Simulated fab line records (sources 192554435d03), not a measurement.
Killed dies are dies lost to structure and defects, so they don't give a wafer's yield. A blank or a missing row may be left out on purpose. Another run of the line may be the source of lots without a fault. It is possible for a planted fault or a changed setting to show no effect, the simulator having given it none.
fab line records	flow n5-finfet
[record] lots = 6	wafers = 18	last-day = 19
route steps=1938 shown SD_EPI_P@298 BEOL_M4@1111
lots that met no fault: from a run of the same line without faults
start-h: the number of hours between the record's first day and the start of the first shown wafer of the lot	wait-h: time in hours since the lot's previous step	" as in the row above	L1.1+2: a row that stands for several wafers	- either no value or no given start	* or withheld: withheld	< > ~ a bound
route shown NAME@n: names a module that has steps shown in the file, with the first one's number in the route	usual: mean and standard deviation over wafers with no fault	same: alike in all rows	chamber/n: place in a boat	sites: each site's reading	_std_site: the values' standard deviation	_edge_site: inner sites' mean taken away from outer sites' mean	radius-mm: for every site, how far away it sits from the centre of the wafer	mask NAME#n: copy n	behind: tool/chamber where the wafer was last shaped	hold: the reason the lot was held/the length of the hold in hours/how it ended	device: whichever transistor did not switch (one of n, p or np)	end of line: tests run on the same wafers once the route is complete	step lacking rows: just its recipe	killed: dies that structure and defects cost at the first sort, which is not the same as the wafer's yield	map: shows each die of a wafer: x if killed, . if not, _ if none is there
set.NAME: the setting that was run; set.NAME@STEP: the one run at that earlier step	model.NAME: the simulator's own value behind a step, which no gauge read
lots seen at some steps along the route; tables by step, rows by wafer
services: when a tool's chamber went out of use (start-h, in hours from the record's first day, below 0 if earlier), for how many hours, and the reason
[[steps]]
[step N5_SD_EPI_P_EBR_05]
[recipe] solvent = PGMEA	ebr-width-mm = 1.5
[step N5_SD_EPI_P_SOFTBAKE_04]
[recipe] temp-c = 110	time-s = 60	resist = CAR-ArF-block
[step N5_SD_EPI_P_EXPOSE_06]
[recipe] mask-id = SD_P_BLK	na = 1.35	source-shape = conventional	sigma-outer = 0.8	polarization = unpolarized	target-cd-nm = 240	dose-mj = 39.5
[step N5_SD_EPI_P_PEB_07]
[recipe] peb-temp-c = 110	peb-time-s = 60	resist = CAR-ArF-block
[step N5_SD_EPI_P_DEVELOP_08]
[recipe] develop-time-s = 30	developer = TMAH	resist = CAR-ArF-block	dev-temp-c = 23	rinse-liquid = diw	dry = air-spin
[step N5_SD_EPI_P_CD_MEAS_09]
[recipe] target-cd-nm = 240	landing-energy-ev = 500	detector = se-inlens
[usual] cd-nm = 240.2/0.82
lot.wafer	tool	chamber	start-h	wait-h	cd-nm
L672.2	cd-sem-01	0	53.71	-	239.9
L672.4	"	0	"	"	241.3
L672.6	"	0	"	"	241.0
L679.2	cd-sem-02	0	94.83	-	239.2
L679.3	"	0	"	"	239.3
L679.5	"	0	"	"	239.4
L681.4	cd-sem-03	0	108.25	-	239.1
L681.5	"	0	"	"	239.3
L681.6	"	0	"	"	240.6
L690.1	cd-sem-01	0	162.55	-	240.4
L690.4	"	0	"	"	241.6
L690.5	"	0	"	"	241.2
L694.1	cd-sem-02	0	184.93	-	240.2
L694.2	"	0	"	"	240.5
L694.6	"	0	"	"	238.8
L695.2	cd-sem-03	0	190.47	-	239.4
L695.5	"	0	"	"	240.6
L695.6	"	0	"	"	240.0
[step N5_SD_EPI_P_OVL_MEAS_10]
[recipe] points-per-wafer = 44
[usual] SD_P_BLK_OVL = -0.1/0.82
lot.wafer	tool	chamber	start-h	wait-h	SD_P_BLK_OVL[nm]
L672.2	overlay-02	0	53.73	0.0	1.0
L672.4	"	0	"	"	-0.5
L672.6	"	0	"	"	0.6
L679.2	overlay-01	0	94.86	0.0	-1.2
L679.3	"	0	"	"	0.6
L679.5	"	0	"	"	-0.3
L681.4	overlay-01	0	108.27	0.0	-0.7
L681.5	"	0	"	"	-0.3
L681.6	"	0	"	"	-1.6
L690.1	overlay-01	0	162.58	0.0	0.1
L690.4	"	0	"	"	0.8
L690.5	"	0	"	"	0.0
L694.1	overlay-02	0	184.96	0.0	-1.6
L694.2	"	0	"	"	-1.6
L694.6	"	0	"	"	-1.4
L695.2	overlay-02	0	190.50	0.0	0.5
L695.5	"	0	"	"	0.8
L695.6	"	0	"	"	1.1
[step N5_SD_EPI_P_INSPECT_11]
[recipe] mode = adi	inspect-instrument = macro
[usual] raw-defect-count = 2.2/1.5
lot.wafer	tool	chamber	start-h	wait-h	raw-defect-count
L672.2	defect-inspect-01	-	53.76	0.0	1
L672.4	"	-	"	"	3
L672.6	"	-	"	"	5
L679.2	defect-inspect-01	-	94.88	0.0	4
L679.3	"	-	"	"	4
L679.5	"	-	"	"	2
L681.4	defect-inspect-02	-	108.30	0.0	0
L681.5	"	-	"	"	3
L681.6	"	-	"	"	2
L690.1	defect-inspect-02	-	162.60	0.0	3
L690.4	"	-	"	"	7
L690.5	"	-	"	"	2
L694.1	defect-inspect-02	-	184.98	0.0	4
L694.2	"	-	"	"	3
L694.6	"	-	"	"	1
L695.2	defect-inspect-02	-	190.52	0.0	3
L695.5	"	-	"	"	1
L695.6	"	-	"	"	5
[step N5_SD_EPI_P_DESCUM_14]
[recipe] chemistry = O2	time-s = 7.9	source-power-w = 50	bias-power-w = 20	pressure-mtorr = 20	rf-frequency-hz = 2.712e+07	temp-c = 40	resist = CAR-ArF-block	o2-flow-sccm = 225
[usual] bias-power-w = 20.00/0.063	drypump-motor-current-A = 5.9/0.34	oes-product-au = 0.78/0.095	rf-vpp-V = 243.7/1.4	showerhead-plenum-p-Torr = 2.12/0.065	throttle-valve-pct = 20.51/0.22
lot.wafer	tool	chamber	start-h	wait-h	bias-power-w	drypump-motor-current-A	oes-product-au	rf-hours-counter-h	rf-vpp-V	showerhead-plenum-p-Torr	throttle-valve-pct
L672.2	rie-diel-05	0	53.79	0.0	19.93	6.1	0.72	183	243.7	2.17	20.47
L672.4	"	2	"	"	20.00	5.0	0.79	138	242.1	2.02	20.31
L672.6	"	0	"	"	20.06	6.1	0.72	-	243.7	2.17	20.46
L679.2	rie-diel-01	2	94.92	0.0	19.84	5.8	0.71	233	239.1	1.97	20.61
L679.3	"	3	"	"	19.96	5.8	0.89	32	243.4	2.12	20.35
L679.5	"	1	"	"	20.01	5.8	0.71	-	243.0	2.17	20.95
L681.4	rie-diel-01	3	108.33	0.0	20.02	5.8	0.88	35	243.3	2.12	20.34
L681.5	"	0	"	"	19.96	6.3	0.89	-	244.8	2.12	20.50
L681.6	"	3	"	"	19.98	5.9	0.88	-	243.3	2.12	20.35
L690.1	rie-diel-05	1	162.64	0.0	19.91	6.0	0.76	128	244.6	2.09	20.36
L690.4	"	2	"	"	19.92	5.1	0.75	166	241.3	2.01	20.36
L690.5	"	0	"	"	20.09	6.1	0.69	-	245.2	2.16	20.50
L694.1	rie-diel-01	1	185.02	0.0	19.99	5.8	0.69	251	242.9	2.16	20.97
L694.2	"	0	"	"	20.11	6.3	0.85	53	244.6	2.11	20.53
L694.6	"	1	"	"	20.00	5.8	0.69	-	243.1	2.16	20.96
L695.2	rie-diel-01	2	190.56	0.0	20.03	5.8	1.04	0	244.0	2.23	20.25
L695.5	"	3	"	"	19.99	5.8	0.85	-	243.0	2.11	20.40
L695.6	"	2	"	"	20.00	5.9	1.04	-	244.6	2.23	20.22
[step N5_SD_EPI_P_ETCH_36]
[recipe] chemistry = CF4	target = SiARC	target-depth-a = 455	mask-material = CAR-ArF-block	time-s = 75.8	ion-energy-ev = 80	pressure-mtorr = 40	source-w = 545	bias-w = 36	Ar_flow_sccm = 100	cf4-flow-sccm = 100	ends = cleared
[usual] drypump-motor-current-A = 5.9/0.34	etch-rf-on-time-s = 76.0/1.5	oes-product-au = 0.67/0.083	rf-vpp-V = 184.5/1.2	showerhead-plenum-p-Torr = 2.18/0.062	throttle-valve-pct = 15.74/0.2
lot.wafer	tool	chamber	start-h	wait-h	drypump-motor-current-A	etch-rf-on-time-s	oes-product-au	rf-hours-counter-h	rf-vpp-V	showerhead-plenum-p-Torr	throttle-valve-pct
L672.2	rie-diel-05	0	53.83	0.0	6.1	76.9	0.61	183	185.1	2.23	15.80
L672.4	"	2	"	"	5.0	74.7	0.66	138	183.0	2.07	15.47
L672.6	"	0	"	"	6.1	78.6	0.60	-	185.4	2.23	15.81
L679.2	rie-diel-01	2	94.95	0.0	5.8	76.9	0.60	233	182.4	2.02	15.86
L679.3	"	3	"	"	5.8	75.4	0.77	32	184.2	2.19	15.59
L679.5	"	1	"	"	5.8	74.6	0.61	-	184.7	2.21	16.03
L681.4	rie-diel-01	3	108.36	0.0	5.8	76.2	0.76	35	185.2	2.18	15.62
L681.5	"	0	"	"	6.3	75.6	0.76	-	185.0	2.19	15.73
L681.6	"	3	"	"	5.8	75.8	0.77	-	183.6	2.18	15.62
L690.1	rie-diel-05	1	162.67	0.0	6.0	75.8	0.66	128	184.8	2.14	15.65
L690.4	"	2	"	"	5.0	74.8	0.65	166	182.7	2.06	15.53
L690.5	"	0	"	"	6.1	78.0	0.58	-	185.4	2.22	15.85
L694.1	rie-diel-01	1	185.05	0.0	5.8	75.5	0.59	251	185.2	2.20	16.08
L694.2	"	0	"	"	6.3	76.5	0.72	53	184.1	2.18	15.79
L694.6	"	1	"	"	5.8	74.6	0.60	-	183.6	2.20	16.07
L695.2	rie-diel-01	2	190.59	0.0	5.8	72.6	0.88	0	185.9	2.27	15.39
L695.5	"	3	"	"	5.8	74.2	0.75	-	183.5	2.18	15.65
L695.6	"	2	"	"	5.9	73.5	0.88	-	185.3	2.27	15.37
[step N5_SD_EPI_P_ETCH_37]
[recipe] chemistry = N2/H2	target = SOC	overetch-a = 1080	mask-material = SiARC	temp-c = 40	ion-energy-ev = 100	source-w = 3000	bias-w = 133	pressure-mtorr = 20	time-s = 486	n2-flow-sccm = 200	h2-flow-sccm = 200	ends = end-point
[usual] drypump-motor-current-A = 5.9/0.34	oes-product-au = 0.70/0.083	rf-vpp-V = 241.2/1.3	showerhead-plenum-p-Torr = 2.58/0.082	throttle-valve-pct = 23.87/0.27
lot.wafer	tool	chamber	start-h	wait-h	drypump-motor-current-A	oes-product-au	rf-hours-counter-h	rf-vpp-V	showerhead-plenum-p-Torr	throttle-valve-pct
L672.2	rie-diel-05	0	53.88	0.0	6.1	0.65	183	241.6	2.63	23.96
L672.4	"	2	"	"	5.0	0.69	138	238.9	2.42	23.46
L672.6	"	0	"	"	6.1	0.64	-	242.9	2.63	23.96
L679.2	rie-diel-01	2	95.01	0.0	5.8	0.64	233	239.6	2.38	23.67
L679.3	"	3	"	"	5.8	0.81	32	242.6	2.58	23.60
L679.5	"	1	"	"	5.8	0.63	-	240.5	2.63	24.35
L681.4	rie-diel-01	3	108.42	0.0	5.8	0.80	35	240.7	2.58	23.58
L681.5	"	0	"	"	6.3	0.80	-	241.4	2.61	24.08
L681.6	"	3	"	"	5.8	0.79	-	242.1	2.58	23.56
L690.1	rie-diel-05	1	162.73	0.0	6.0	0.69	128	240.6	2.53	23.60
L690.4	"	2	"	"	5.0	0.67	166	238.9	2.41	23.51
L690.5	"	0	"	"	6.1	0.64	-	242.1	2.62	23.99
L694.1	rie-diel-01	1	185.11	0.0	5.8	0.62	251	242.0	2.62	24.39
L694.2	"	0	"	"	6.3	0.77	53	240.6	2.60	24.09
L694.6	"	1	"	"	5.8	0.62	-	240.6	2.62	24.38
L695.2	rie-diel-01	2	190.65	0.0	5.9	0.92	1	242.3	2.69	23.33
L695.5	"	3	"	"	5.9	0.77	-	242.2	2.57	23.60
L695.6	"	2	"	"	5.8	0.90	-	242.6	2.69	23.32
[step N5_SD_EPI_P_STRIP_38]
[recipe] chemistry = N2/H2	temp-c = 40	n2-flow-sccm = 200	h2-flow-sccm = 200	rf-frequency-hz = 6e+07
[step N5_SD_EPI_P_ETCHBACK_46]
[recipe] chemistry = CH3F/O2	mode = anisotropic-etchback	target = SiNx	target-depth-a = 175	stop-on = SiO2	over-etch-frac = 0.3	ion-energy-ev = 120	pressure-mtorr = 30	source-w = 395	bias-w = 73	Ar_flow_sccm = 150	CH3F_flow_sccm = 30	O2_flow_sccm = 20
[usual] drypump-motor-current-A = 5.9/0.34	oes_ar_750_au = 0.78/0.093	oes-product-au = 0.67/0.079	rf-vpp-V = 299/6	showerhead-plenum-p-Torr = 2.03/0.061	throttle-valve-pct = 16.46/0.2
lot.wafer	tool	chamber	start-h	wait-h	drypump-motor-current-A	oes_ar_750_au	oes-product-au	rf-hours-counter-h	rf-vpp-V	showerhead-plenum-p-Torr	throttle-valve-pct	model.SiARC_of_SD_EPI_P_COAT_35.thk-nm
L672.2	rie-diel-05	0	54.21	0.0	6.1	0.72	0.62	183	298	2.07	16.45	16
L672.4	"	2	"	"	5.0	0.78	0.66	139	298	1.93	16.26	15
L672.6	"	0	"	"	6.1	0.72	0.61	-	299	2.07	16.45	16
L679.2	rie-diel-01	2	95.33	0.0	5.8	0.71	0.60	233	293	1.88	16.55	15.6
L679.3	"	3	"	"	5.8	0.90	0.76	32	302	2.04	16.33	14.8
L679.5	"	1	"	"	5.8	0.71	0.60	-	284	2.07	16.81	15.4
L681.4	rie-diel-01	3	108.74	0.0	5.8	0.90	0.77	35	301	2.04	16.34	15.2
L681.5	"	0	"	"	6.3	0.88	0.76	-	308	2.04	16.49	14.8
L681.6	"	3	"	"	5.8	0.90	0.76	-	302	2.04	16.33	15
L690.1	rie-diel-05	1	163.05	0.0	6.0	0.77	0.66	128	307	2.00	16.32	15
L690.4	"	2	"	"	5.0	0.76	0.64	166	298	1.93	16.30	14.8
L690.5	"	0	"	"	6.1	0.70	0.60	-	298	2.07	16.50	15.8
L694.1	rie-diel-01	1	185.43	0.0	5.8	0.70	0.49	252	283	2.06	16.84	17.4
L694.2	"	0	"	"	6.3	0.85	0.73	53	305	2.04	16.53	14.8
L694.6	"	1	"	"	5.8	0.70	0.49	-	285	2.06	16.84	17.4
L695.2	rie-diel-01	2	190.97	0.0	5.8	1.01	0.87	1	299	2.12	16.08	14.6
L695.5	"	3	"	"	5.8	0.86	0.73	-	302	2.03	16.37	14.8
L695.6	"	2	"	"	5.9	1.01	0.73	-	301	2.12	16.08	16.6
[step N5_SD_EPI_P_ETCH_47]
[recipe] chemistry = CH3F/O2	target = SiOCN	target-depth-a = 250	mask-material = SOC	ion-energy-ev = 60	bias-w = 29	pressure-mtorr = 30	source-w = 410	Ar_flow_sccm = 150	CH3F_flow_sccm = 30	O2_flow_sccm = 20
[usual] drypump-motor-current-A = 5.9/0.34	oes_ar_750_au = 0.78/0.093	oes-product-au = 0.78/0.098	rf-vpp-V = 127.9/2.5	showerhead-plenum-p-Torr = 2.03/0.061	throttle-valve-pct = 16.43/0.2
lot.wafer	tool	chamber	start-h	wait-h	drypump-motor-current-A	oes_ar_750_au	oes-product-au	rf-hours-counter-h	rf-vpp-V	showerhead-plenum-p-Torr	throttle-valve-pct
L672.2	rie-diel-05	0	54.31	0.1	6.1	0.71	0.72	183	127.8	2.07	16.44
L672.4	"	2	"	"	5.0	0.78	0.77	139	128.0	1.93	16.23
L672.6	"	0	"	"	6.1	0.71	0.71	-	128.0	2.07	16.43
L679.2	rie-diel-01	2	95.43	0.1	5.9	0.70	0.71	233	126.2	1.88	16.52
L679.3	"	3	"	"	5.8	0.90	0.91	32	129.5	2.04	16.30
L679.5	"	1	"	"	5.8	0.71	0.70	-	121.7	2.07	16.78
L681.4	rie-diel-01	3	108.84	0.1	5.9	0.90	0.89	35	130.2	2.04	16.31
L681.5	"	0	"	"	6.3	0.89	0.89	-	129.8	2.04	16.45
L681.6	"	3	"	"	5.8	0.90	0.89	-	127.1	2.04	16.30
L690.1	rie-diel-05	1	163.15	0.1	6.0	0.77	0.77	128	130.4	2.00	16.29
L690.4	"	2	"	"	5.0	0.76	0.75	166	126.6	1.93	16.29
L690.5	"	0	"	"	6.1	0.70	0.69	-	129.6	2.07	16.48
L694.1	rie-diel-01	1	185.53	0.1	5.8	0.70	0.26	252	121.8	2.06	16.82
L694.2	"	0	"	"	6.3	0.85	0.85	53	129.9	2.04	16.50
L694.6	"	1	"	"	5.8	0.70	0.25	-	121.9	2.06	16.80
L695.2	rie-diel-01	2	191.07	0.1	5.8	1.01	1.02	1	129.3	2.12	16.07
L695.5	"	3	"	"	5.9	0.86	0.86	-	129.4	2.03	16.34
L695.6	"	2	"	"	5.8	1.00	0.36	-	127.7	2.12	16.04
[step N5_SD_EPI_P_ETCH_16]
[recipe] chemistry = CHF3/O2	target = SiO2	target-depth-a = 50	mask-material = SOC	pressure-mtorr = 30	source-w = 650	bias-w = 170	Ar_flow_sccm = 200	CHF3_flow_sccm = 50	O2_flow_sccm = 5	ion-energy-ev = 200
[usual] drypump-motor-current-A = 5.9/0.34	oes_ar_750_au = 0.78/0.093	oes-product-au = 0.78/0.096	rf-vpp-V = 527/11	showerhead-plenum-p-Torr = 2.45/0.07	throttle-valve-pct = 19.01/0.19
lot.wafer	tool	chamber	start-h	wait-h	drypump-motor-current-A	oes_ar_750_au	oes-product-au	rf-hours-counter-h	rf-vpp-V	showerhead-plenum-p-Torr	throttle-valve-pct	model.SiARC_of_SD_EPI_P_COAT_35.thk-nm
L672.2	rie-diel-05	0	54.41	0.1	6.1	0.71	0.71	183	527	2.50	19.01	12.6
L672.4	"	2	"	"	5.0	0.78	0.78	139	525	2.33	18.80	11.4
L672.6	"	0	"	"	6.1	0.71	0.71	-	526	2.50	19.00	12.6
L679.2	rie-diel-01	2	95.53	0.1	5.8	0.71	0.71	233	518	2.27	19.05	12
L679.3	"	3	"	"	5.8	0.90	0.91	32	533	2.46	18.93	11.2
L679.5	"	1	"	"	5.8	0.72	0.71	-	504	2.49	19.34	11.8
L681.4	rie-diel-01	3	108.94	0.1	5.8	0.89	0.89	35	532	2.46	18.94	11.6
L681.5	"	0	"	"	6.3	0.89	0.89	-	539	2.46	19.10	11.2
L681.6	"	3	"	"	5.9	0.89	0.89	-	531	2.46	18.93	11.6
L690.1	rie-diel-05	1	163.25	0.1	6.0	0.78	0.76	128	540	2.41	18.85	11.4
L690.4	"	2	"	"	5.1	0.77	0.76	166	526	2.32	18.86	11.2
L690.5	"	0	"	"	6.1	0.70	0.69	-	525	2.49	19.03	12.2
L694.1	rie-diel-01	1	185.63	0.1	5.8	0.69	0.69	252	502	2.48	19.36	13.8
L694.2	"	0	"	"	6.3	0.85	0.85	53	539	2.45	19.12	11.2
L694.6	"	1	"	"	5.8	0.70	0.68	-	503	2.48	19.38	13.8
L695.2	rie-diel-01	2	191.17	0.1	5.8	1.01	1.03	1	527	2.55	18.66	10.8
L695.5	"	3	"	"	5.8	0.86	0.86	-	531	2.45	18.96	11.2
L695.6	"	2	"	"	5.8	1.01	1.01	-	526	2.55	18.65	13
[step N5_SD_EPI_P_STRIP_50]
[recipe] chemistry = CHF3/O2	resist = SiARC	rf-frequency-hz = 6e+07
[step N5_SD_EPI_P_SD_RECESS_17]
[recipe] chemistry = HBr/Cl2/O2	target-depth-a = 391	bt-time-s = 3	pressure-mtorr = 10	icp-w = 800	bias-w = 112	HBr_flow_sccm = 150	Cl2_flow_sccm = 80	O2_flow_sccm = 12
[usual] drypump-motor-current-A = 5.7/0.4	he-backside-leak-sccm = 2.7/0.3	oes-product-au = 1.002/0.015	throttle-valve-pct = 37.0/0.35
lot.wafer	tool	chamber	start-h	wait-h	drypump-motor-current-A	he-backside-leak-sccm	oes-product-au	rf-hours-counter-h	throttle-valve-pct
L672.2	rie-si-03	1	54.48	0.0	6.3	2.6	1.001	15	37.1
L672.4	"	2	"	"	6.2	3.0	1.000	26	36.8
L672.6	"	3	"	"	6.0	2.7	0.988	-	37.0
L679.2	rie-si-04	0	95.60	0.0	5.2	3.0	0.993	190	36.9
L679.3	"	1	"	"	5.1	2.2	0.987	5	36.8
L679.5	"	0	"	"	5.3	2.9	0.992	-	36.8
L681.4	rie-si-03	0	109.02	0.0	5.6	2.3	0.982	4	37.3
L681.5	"	0	"	"	5.6	2.4	0.979	-	37.3
L681.6	"	1	"	"	6.3	2.6	0.996	-	37.1
L690.1	rie-si-05	2	163.32	0.0	5.7	3.2	1.021	81	37.2
L690.4	"	2	"	"	5.6	3.1	1.014	-	37.2
L690.5	"	0	"	"	5.2	2.8	0.978	-	37.1
L694.1	rie-si-03	3	185.70	0.0	6.0	2.8	0.992	14	37.0
L694.2	"	2	"	"	6.2	2.9	1.005	28	36.8
L694.6	"	3	"	"	6.1	2.8	0.992	-	37.0
L695.2	rie-si-03	3	191.24	0.0	6.0	2.7	0.994	15	37.0
L695.5	"	1	"	"	6.3	2.5	0.997	-	37.1
L695.6	"	0	"	"	5.6	2.4	0.982	-	37.3
[step N5_SD_EPI_P_WET_ETCH_45]
[recipe] chemistry = dHF	dilution = withheld	time-s = 10.7	target = SiO2	target-depth-a = 20	temp-c = 25	dry = ipa-marangoni	rinse-time-s = 30	rinse-temp-c = 23
[step N5_SD_EPI_P_STRIP_40]
[recipe] chemistry = N2/H2	power-w = 1000	temp-c = 250	h2-frac = 0.65	overash-fraction = 0.3	pressure-mtorr = withheld	n2-flow-sccm = 1750	h2-flow-sccm = 3250
[usual] drypump-motor-current-A = 6.38/0.078	heater-power-w = 320/16	oes-product-au = 0.762/0.011
lot.wafer	tool	chamber	start-h	wait-h	drypump-motor-current-A	heater-power-w	oes-product-au	rf-hours-counter-h
L672.2	plasma-asher-01	1	54.63	0.0	6.39	315	0.764	70
L672.4	"	0	"	"	6.43	302	0.766	-
L672.6	"	0	"	"	6.43	294	0.752	-
L679.2	plasma-asher-01	0	95.75	0.0	6.43	309	0.740	79
L679.3	"	1	"	"	6.39	320	0.770	-
L679.5	"	1	"	"	6.40	316	0.753	-
L681.4	plasma-asher-01	1	109.18	0.0	6.39	307	0.763	-
L681.5	"	0	"	"	6.45	306	0.763	-
L681.6	"	1	"	"	6.42	316	0.750	-
L690.1	plasma-asher-02	0	163.47	0.0	6.25	317	0.754	62
L690.4	"	0	"	"	6.25	315	0.744	-
L690.5	"	1	"	"	6.44	337	0.752	-
L694.1	plasma-asher-02	1	185.85	0.0	6.41	342	0.768	67
L694.2	"	0	"	"	6.24	307	0.751	67
L694.6	"	1	"	"	6.40	347	0.760	-
L695.2	plasma-asher-01	0	191.39	0.0	6.42	300	0.741	94
L695.5	"	0	"	"	6.45	304	0.769	-
L695.6	"	1	"	"	6.37	311	0.759	-
[step N5_SD_EPI_P_PRECLEAN_52]
[recipe] chemistry = O3/DIW	time-s = 60	temp-c = 22	o3-ppm = 10
[step N5_SD_EPI_P_SRD_20]
[recipe] dry = ipa-marangoni	do-ppb = 5	time-s = 30	temp-c = 23	rinse-liquid = diw
[step N5_SD_EPI_P_PRECLEAN_51]
[recipe] chemistry = NF3:NH3	afs-cycles = 1	temp-c = 30	time-s = 20	sublimation-temp-c = 180	sublimation-time-s = 60	pressure-torr = 3	rf-power-w = 30
[step N5_SD_EPI_P_VAPOR_ETCH_44]
[recipe] chemistry = NF3/Ar	target = SiGe30	temp-c = 25	time-s = 3.3	mode = isotropic
[step N5_SD_EPI_P_EPI_21]
[recipe] material = SiGe:B	dopant = B	temp-c = 550	pressure-torr = 20	ambient = H2	time-s = 355
lot.wafer	tool	chamber	start-h	wait-h	model.SiGe-B_of_SD_EPI_P_EPI_21.thk-nm
L672.2	epi-rpcvd-01	0	55.74	0.6	61.6
L672.4	"	0	"	"	61.4
L672.6	"	0	"	"	61.8
L679.2	epi-rpcvd-03	0	96.68	0.5	60.2
L679.3	"	0	"	"	60
L679.5	"	0	"	"	59.8
L681.4+6	epi-rpcvd-04	0	111.40	1.5	60.6
L681.5	"	0	"	"	60.2
L690.1	epi-rpcvd-04	0	164.26	0.3	61.4
L690.4	"	0	166.18	2.0	61.2
L690.5	"	0	"	"	61.8
L694.1	epi-rpcvd-04	0	186.49	0.2	1.2
L694.2	"	0	"	"	60
L694.6	"	0	188.89	2.4	1.8
L695.2	epi-rpcvd-01	0	192.30	0.5	60.8
L695.5	"	0	193.38	1.5	61.4
L695.6	"	0	"	"	1.8
[step N5_SD_EPI_P_HM_STRIP_48]
[recipe] chemistry = H3PO4	temp-c = 160	material = SiNx	target = SiNx	target-depth-a = 30	overetch-fraction = 0.3
[step N5_SD_EPI_P_SRD_49]
[recipe] dry = ipa-marangoni	time-s = 30	temp-c = 23	rinse-liquid = diw
[step N5_SD_EPI_P_PRECLEAN_24]
[recipe] chemistry = O3/DIW	time-s = 45	temp-c = 22	o3-ppm = 10
[usual] o3-ppm = 10.01/0.11
lot.wafer	tool	chamber	start-h	wait-h	o3-ppm	model.SiGe-B_of_SD_EPI_P_EPI_21.thk-nm
L672.2	wet-bench-04	7	58.29	0.0	9.95	61.2
L672.4	"	0	"	"	10.03	61
L672.6	"	3	"	"	9.92	61.4
L679.2	wet-bench-04	2	98.63	0.0	10.05	59.8
L679.3	"	3	"	"	9.93	59.6
L679.5	"	4	"	"	10.02	59.2
L681.4	wet-bench-04	1	112.98	0.0	10.09	60.2
L681.5	"	3	"	"	9.78	59.8
L681.6	"	2	"	"	10.01	60.2
L690.1	wet-bench-03	4	168.25	0.0	10.08	61
L690.4	"	1	"	"	9.93	60.8
L690.5	"	3	"	"	9.89	61.4
L694.1	wet-bench-04	0	189.58	0.0	10.03	1.2
L694.2	"	5	"	"	10.04	59.6
L694.6	"	6	"	"	10.25	1.8
L695.2	wet-bench-03	5	194.24	0.0	9.93	60.4
L695.5	"	6	"	"	9.90	60.8
L695.6	"	7	"	"	10.05	1.8
[step N5_SD_EPI_P_PRECLEAN_32]
[recipe] chemistry = dHF	time-s = 10	dilution = 500:1	temp-c = 25
[step N5_BEOL_M4_RC_MEAS_101]
[usual] DIBL_N = 36.0/2.2	DIBL_P = 36.2/2.4	IOFF_N = 0.16/0.035	IOFF_P = 0.21/0.037	ION_N = 672/13	ION_P = 461/7	SS_N = 71.4/0.69	SS_P = 73.2/0.75	VT_N = 250/3.4	VT_P = -251/3
lot.wafer	tool	chamber	start-h	wait-h	DIBL_N[mV/V]	DIBL_P[mV/V]	IOFF_N[nA/um]	IOFF_P[nA/um]	ION_N[uA/um]	ION_P[uA/um]	SS_N[mV/dec]	SS_P[mV/dec]	VT_N[mV]	VT_P[mV]
L672.2	prober-01	0	205.17	0.2	36.3	36.5	0.16	0.20	671	455	72.0	73.4	250	-253
L672.4	"	0	"	"	35.2	36.3	0.15	0.20	683	467	70.9	73.0	247	-252
L672.6	"	0	"	"	36.4	37.6	0.18	0.21	677	460	72.2	73.9	244	-252
L679.2	prober-02	0	235.85	0.2	37.9	39.0	0.19	0.27	677	463	71.8	74.1	246	-249
L679.3	"	0	"	"	34.0	33.4	0.13	0.17	679	462	69.7	72.4	249	-250
L679.5	"	0	"	"	38.6	39.8	0.23	0.29	692	477	71.1	74.2	241	-245
L681.4	prober-02	0	261.53	0.5	38.8	40.7	0.18	0.24	673	463	71.8	73.6	249	-246
L681.5	"	0	"	"	37.5	39.5	0.16	0.21	654	452	72.1	73.4	250	-254
L681.6	"	0	"	"	41.8	43.7	0.25	0.29	689	473	72.7	74.8	245	-244
L690.1	prober-01	0	304.60	0.0	34.6	33.0	0.12	0.17	667	457	70.9	73.0	254	-252
L690.4	"	0	"	"	38.7	38.7	0.21	0.26	688	470	71.4	74.3	244	-249
L690.5	"	0	"	"	36.1	36.4	0.15	0.22	680	468	70.7	73.1	249	-249
L694.2	prober-02	0	338.19	0.2	32.4	33.1	0.11	0.15	669	459	70.8	72.2	255	-256
L695.2	prober-01	0	341.25	0.2	38.0	36.8	0.19	0.22	691	470	71.4	73.7	244	-248
L695.5	"	0	"	"	38.4	37.7	0.18	0.24	679	466	71.6	73.9	247	-250
[[services]]
tool	chamber	start-h	hours	kind
rie-diel-05	1	32.75	9.0	repair
rie-si-05	2	48.90	11.0	repair
epi-rpcvd-01	-	49.75	1.5	repair
plasma-asher-01	-	50.63	0.7	repair
rie-si-03	-	57.21	0.3	repair
rie-diel-01	3	78.87	5.7	repair
epi-rpcvd-01	-	85.17	0.8	repair
rie-diel-05	1	109.28	4.8	repair
plasma-asher-01	-	116.91	6.5	repair
epi-rpcvd-01	-	135.29	0.8	repair
epi-rpcvd-01	-	140.49	8.1	pm
rie-diel-05	1	140.73	9.1	repair
rie-diel-01	3	144.44	4.0	repair
rie-si-05	1	152.19	13.2	repair
rie-diel-01	2	168.39	-	clean
rie-diel-01	2	168.39	-	consumable-replace:focus-ring
rie-diel-01	2	168.39	-	consumable-replace:showerhead
rie-diel-01	2	168.39	21.4	scheduled-down
rie-diel-01	2	168.39	21.4	vent-cycle
rie-si-03	-	175.14	2.8	pm
epi-rpcvd-04	-	182.32	2.8	pm
rie-diel-01	1	189.91	-	clean
rie-diel-01	1	189.91	-	consumable-replace:focus-ring
rie-diel-01	1	189.91	30.6	scheduled-down
[[key]]
[first-sign] step = N5_SD_EPI_P_ETCH_47	reading = oes-product-au	direction = down	sigmas = 5	usual = 0.78	struck = 0.29
effect none on later readings
[model-effect] step = N5_SD_EPI_P_ETCHBACK_46	value = SiARC_of_SD_EPI_P_COAT_35.thk-nm	without = 15	struck = 17.13
[model-effect] step = N5_SD_EPI_P_ETCH_16	value = SiARC_of_SD_EPI_P_COAT_35.thk-nm	without = 11.47	struck = 13.53
[model-effect] step = N5_SD_EPI_P_EPI_21	value = SiGe-B_of_SD_EPI_P_EPI_21.thk-nm	without = 60.87	struck = 1.6
[model-effect] step = N5_SD_EPI_P_PRECLEAN_24	value = SiGe-B_of_SD_EPI_P_EPI_21.thk-nm	without = 60.4	struck = 1.6
met-at N5_SD_EPI_P_ETCHBACK_46
struck-wafers L694.1,L694.6,L695.6
later-rows-left-out L694.1,L694.6,L695.6
sort-left-out L694.1,L694.6,L695.6
onset-between 108.74 185.43
[fault] kind = process-parameter-drift	tool = rie-diel-01	chamber = -	onset-h = 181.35	steps = N5_SD_EPI_P_ETCHBACK_46	channel = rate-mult	offset = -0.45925	shape = step	end-h = 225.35	scope = struck-wafers-only
// sort-left-out: the simulated sort isn't trusted on such a fault, so these wafers' sort isn't shown, and their yield isn't known
// later-rows-left-out: the simulator's readings of these wafers behind a module that went badly wrong aren't trusted and aren't shown, but for the sort
